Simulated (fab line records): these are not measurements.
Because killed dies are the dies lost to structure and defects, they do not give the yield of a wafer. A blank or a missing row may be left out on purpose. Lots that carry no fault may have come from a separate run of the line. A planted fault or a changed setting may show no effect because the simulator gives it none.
Which of the tools did it? -- flow nand_harc -- 36 wafers from 12 lots sampled at 2 of the route's 1302 steps

WHAT EACH GAUGE READ, for each wafer
NHARC_P_STI_OVL_MEAS_10. Usual: overlay_x_nm 0 nm, standard deviation 5.4; overlay_y_nm -2 nm, standard deviation 4.7.
lot,measured,on,overlay_x_nm (nm),overlay_y_nm (nm),flag
L306,day 2 21:01,overlay-01,2 1 1,-9 -9 -9,
L307,day 3 07:53,overlay-01,5 5 5,4 4 4,
L309,day 4 01:19,overlay-02,-10 -10 -10,-4 -4 -4,
L315,day 6 13:40,overlay-01,1 1 0,-5 -5 -5,
L316,day 6 23:26,overlay-02,-2 -1 -2,-1 -1 -1,
L317,day 7 08:42,overlay-01,5 5 4,-4 -4 -4,
L319,day 8 04:31,overlay-01,-8 -8 -9,-8 -7 -8,
L321,day 9 00:56,overlay-01,3 3 3,-4 -3 -3,
L322,day 9 11:22,overlay-02,0 0 0,-9 -9 -9,
L323,day 9 20:26,overlay-01,-7 -7 -7,0 0 0,
L324,day 10 11:32,overlay-02,-2 -2 -2,0 0 0,
L327,day 11 18:08,overlay-01,5 5 5,-3 -3 -3,

WHAT TOOL EACH LOT RAN ON (gives the tool, then ch and the chambers of the sampled wafers, and finally the start)
lot,NHARC_P_ZERO_WELL_ETCH_63
L306,"rie_si-02 ch 0,2,3, day 1 21:40"
L307,"rie_si-01 ch 0,2,3, day 2 07:42"
L309,"rie_si-04 ch 0,1,3, day 3 03:40"
L315,"rie_si-04 ch 1,2,3, day 5 15:40"
L316,"rie_si-01 ch 1,3, day 6 01:39"
L317,"rie_si-01 ch 0,2,3, day 6 11:40"
L319,"rie_si-02 ch 1,2,3, day 7 07:39"
L321,"rie_si-01 ch 0,1,2, day 8 03:41"
L322,"rie_si-02 ch 0,3, day 8 13:50"
L323,"rie_si-02 ch 0,2,3, day 8 23:48"
L324,"rie_si-02 ch 2,3, day 9 09:41"
L327,"rie_si-01 ch 0,3, day 10 15:47"
- NHARC_P_ZERO_WELL_ETCH_63: etches the open film in HBr/Cl2, target depth 120 nm, time 40.1 s.

WHAT THE TOOLS THEMSELVES READ (means of the sampled wafers that have a number; where no wafer has one, the mark that the record gives instead)
NHARC_P_ZERO_WELL_ETCH_63. Usual: drypump_motor_current_A 5.7 A, standard deviation 0.43; hbr_flow_sccm 150.0 sccm, standard deviation 0.46; oes_product_au 1.001 a.u., standard deviation 0.0067; throttle_valve_pct 26.406 %, standard deviation 0.009.
lot,tool,drypump_motor_current_A (A),hbr_flow_sccm (sccm),oes_product_au (a.u.),throttle_valve_pct (%),flag
L306,rie_si-02,6.0,149.9,0.997,26.407,
L307,rie_si-01,5.6,149.9,0.999,26.412,
L309,rie_si-04,5.4,150.0,1.009,26.395,
L315,rie_si-04,5.3,150.1,1.004,26.414,
L316,rie_si-01,5.7,149.7,1.001,26.408,
L317,rie_si-01,5.6,149.8,1.006,26.402,
L319,rie_si-02,5.6,150.3,0.994,26.410,
L321,rie_si-01,5.7,149.8,0.989,26.406,
L322,rie_si-02,6.4,150.1,0.999,26.413,
L323,rie_si-02,6.0,150.0,0.999,26.407,
L324,rie_si-02,5.9,149.7,0.995,26.404,
L327,rie_si-01,5.5,150.4,1.005,26.410,

THE ANSWER, worked out from the rows above alone
Rule: take the mean of a lot's wafers that have a number; if it is more than 3 standard deviations from the usual mean, the lot is off. Also off: a lot with no number at a reading for which 4 or more lots have one. The other lots that the step has rows for count as sound. Order of review: gauges by route order, followed by the tools' own readings, for which a lot's mean as printed above is used. The first step at which some lot is off is used, and at that step the reading that is off furthest; a lot without a number counts as furthest.
No lot is off at any reading shown: from this, nothing can be told.

WHAT THE SIMULATOR PUT IN
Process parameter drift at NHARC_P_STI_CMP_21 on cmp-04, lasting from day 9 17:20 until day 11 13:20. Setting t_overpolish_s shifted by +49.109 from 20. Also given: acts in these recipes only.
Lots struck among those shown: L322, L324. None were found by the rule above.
